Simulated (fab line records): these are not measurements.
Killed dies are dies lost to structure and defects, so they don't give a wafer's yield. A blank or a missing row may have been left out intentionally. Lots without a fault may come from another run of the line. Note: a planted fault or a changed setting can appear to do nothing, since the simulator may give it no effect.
One fault seen from 2 desks	flow n5_finfet	each desk has only its own numbers; what lay behind them comes last

== DESK OF THE TOOL OWNER: rie_diel-06 ==
The tool's own readings at N5_BEOL_M3_ETCH_77 (etches underlayer in N2/H2, target depth 6.5 nm, time 5.2 s): means of the sampled wafers that have a number, for each lot that ran on this tool. Marked OUT: a lot whose mean sits more than 4 standard deviations from the usual mean, which makes it out of limits; the brackets give that distance.
Columns: A = drypump_motor_current_A at N5_BEOL_M3_ETCH_77, usual 5.9 A; B = etch_rf_on_time_s at N5_BEOL_M3_ETCH_77, usual 5.25 s; C = h2_flow_sccm at N5_BEOL_M3_ETCH_77, usual 200.0 sccm; D = oes_product_au at N5_BEOL_M3_ETCH_77, usual 0.69 a.u.; E = rf_vpp_V at N5_BEOL_M3_ETCH_77, usual 524.4 V; F = showerhead_plenum_p_Torr at N5_BEOL_M3_ETCH_77, usual 2.56 Torr; G = throttle_valve_pct at N5_BEOL_M3_ETCH_77, usual 17.89 %
lot	first seen here	A	B	C	D	E	F	G
L742	day 8 01:53	5.9	5.14	200.7	0.73	526.8	2.61	17.45
L744	day 8 03:31	5.9	5.38	200.5	0.66	526.1	2.60	17.82
L741	day 8 19:49	5.9	5.29	200.1	0.70	523.7	2.58	17.77
L758	day 12 01:43	5.9	5.22	206.7 (+10) OUT	0.67	524.8	2.59	18.02
This desk's finding: out of limits on L758; first on L758, day 12 01:43 (h2_flow_sccm at N5_BEOL_M3_ETCH_77). In limits: L742, L744, L741.

== METROLOGY DESK ==
What the gauges read, lot by lot, whatever tool the lot ran on: means of the sampled wafers that have a number. Marked OUT: a lot whose mean sits more than 4 standard deviations from the usual mean, which makes it out of limits; the brackets give that distance. It has 10 readings; the 7 that lie furthest out on some lot are the ones shown.
Columns: A = DIBL_N at N5_BEOL_M4_RC_MEAS_101, usual 37.1 mV/V; B = IOFF_P at N5_BEOL_M4_RC_MEAS_101, usual 0.22 nA/um; C = ION_N at N5_BEOL_M4_RC_MEAS_101, usual 680 uA/um; D = ION_P at N5_BEOL_M4_RC_MEAS_101, usual 464 uA/um; E = SS_P at N5_BEOL_M4_RC_MEAS_101, usual 73.6 mV/dec; F = VT_N at N5_BEOL_M4_RC_MEAS_101, usual 248.9 mV; G = VT_P at N5_BEOL_M4_RC_MEAS_101, usual -251 mV
lot	first seen here	A	B	C	D	E	F	G
L744	day 8 22:56	36.2	0.20	681	461	73.4	248.5	-253
L742	day 9 01:41	35.9	0.24	676	468	73.7	248.2	-246
L741	day 9 21:03	38.5	0.23	687	464	73.4	247.8	-249
L749	day 10 03:49	36.6	0.17	664	455	73.3	253.4	-257
L758	day 12 22:01	37.2	0.21	677	463	73.3	250.7	-250
L761	day 14 01:49	36.4	0.21	672	465	72.9	251.0	-251
L763	day 14 10:52	39.2	0.23	674	462	74.1	249.3	-248
L764	day 14 13:47	37.7	0.26	686	469	73.2	247.1	-244
This desk found nothing out of limits on any of the 8 lots.

== BROUGHT TOGETHER ==
On L758, at day 12 01:43, an alarm was possible from the tool owner's desk.
The metrology desk saw nothing out of limits.
The metrology desk holds a record of L758, inside its limits.
Of the lots named, all ran N5_BEOL_M3_ETCH_77 on rie_diel-06.

== WHAT THE SIMULATOR HAD INSERTED ==
rie_diel-06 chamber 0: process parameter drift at N5_BEOL_M3_ETCH_77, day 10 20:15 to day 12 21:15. Setting h2_flow_sccm shifted by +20 from 200. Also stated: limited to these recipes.
Shown lots that were struck: L758.
Delay in hours, fault start to first out-of-limits reading, by desk: the tool owner's desk at 29.
